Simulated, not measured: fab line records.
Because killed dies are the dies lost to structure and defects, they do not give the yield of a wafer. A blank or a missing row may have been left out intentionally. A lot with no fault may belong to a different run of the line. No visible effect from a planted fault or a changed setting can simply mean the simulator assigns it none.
A struck lot beside a sound one	flow nand harc	14 steps out of a route of 1159
Sound: wafers L782.2, L782.5, L782.6. Struck: wafer L804.5 (L804.2, L804.6, from the same lot, were not struck and are left out); the cause is given at the end.
For every step that has rows: the tool of each side, followed by ch and its chambers, followed by its first start. Under that, the readings that differ: sound wafers	struck wafers	difference of the means	sigmas: that difference in standard deviations of wafers without a fault.
alike: same words and numbers on both sides, and readings whose means sit less than 2 such deviations apart. not compared: any withheld reading, any reading some wafer has no value for, any bound like >300 that may hide the same value, and any number with overlapping values for which the record gives no deviation.
The two part at a step that has a row with sigmas, a row that says differs or no value, or rows on one side only. Numbers that have no deviation but don't overlap get no sigmas and don't part them. A reading that every wafer of one side lacks parts them only if that side has two wafers or more.

NHARC_A_BLC_PVD_32: deposits Ti, target thk 5 nm, time 17.7 s.
  sound on pvd sputter-03; struck on pvd sputter-03
  alike: throttle valve pct
NHARC_A_BLC_ALD_23: deposits TiN, target thk 3 nm, pulse time 1 s, ald cycles 150.
  sound on ald metal-01 ch 0,2,3, day 17 15:52; struck on ald metal-01 ch 3, day 23 00:02
  alike: heater power w, precursor pulse height rel
NHARC_A_BLC_CVD_24: deposits W, target thk 150 nm, time 434 s.
  sound: cvd w-02 ch 0,1; struck: cvd w-02 ch 0
  alike: heater power w, throttle valve pct
NHARC_A_BLC_CMP_25: polishes, t overpolish 30 s, target thk 150 nm.
  sound on cmp-04 ch 2,3, day 17 19:50; struck on cmp-04 ch 1, day 23 01:43
  alike: motor current A, overpolish run s, time to endpoint s
after that, 1 step had no rows for these wafers: NHARC_A_BLC_SRD_27.
NHARC_A_BLC_INSPECT_28:
  struck on defect inspect-02, day 23 02:04; sound on defect inspect-01, day 17 20:13
  alike: raw defect count
then, 5 steps without rows for these wafers: NHARC_A_M0_DEP_00 (deposits SiOC, target thk 150 nm); NHARC_A_M0_DEHYDRATE_01 (time 120 s); NHARC_A_M0_HMDS_02 (time 30 s); NHARC_A_M0_COAT_33 (time 65 s); NHARC_A_M0_COAT_03 (resist thk 90 nm).
NHARC_A_M0_SOFTBAKE_04: time 55 s.
  sound on litho track-01 ch 0, day 17 20:00; struck on litho track-04 ch 0, day 23 02:00
reading	sound	struck	difference	sigmas
heater power total W (W)	188.42 188.41 188.46	195.73	+7.30	+56
  alike: exhaust pa
after that, 1 step had no rows for these wafers: NHARC_A_M0_EBR_05.
NHARC_END_SORT_01:
  sound on prober-01 ch 0, day 19 19:11; struck on prober-02 ch 0, day 24 18:11
reading	sound	struck	difference	sigmas
killed at periphery	4 4 4	13	+9	+3
killed open	1 2 5	7	+4	+3
  alike: defect limited yield, killed at array, killed at other, killed dies, killed short, sort_bin_2_pct, sort_bin_3_pct, sort_bin_4_pct, sort n pass, sort rim yield pct, sort yield pct

== WHERE THEY PART ==
First at NHARC_A_M0_SOFTBAKE_04; last, within this record, at NHARC_END_SORT_01.

WHY: whatever the simulator had introduced
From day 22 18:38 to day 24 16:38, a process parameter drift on litho track-04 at NHARC_A_M0_SOFTBAKE_04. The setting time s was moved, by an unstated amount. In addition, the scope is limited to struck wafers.
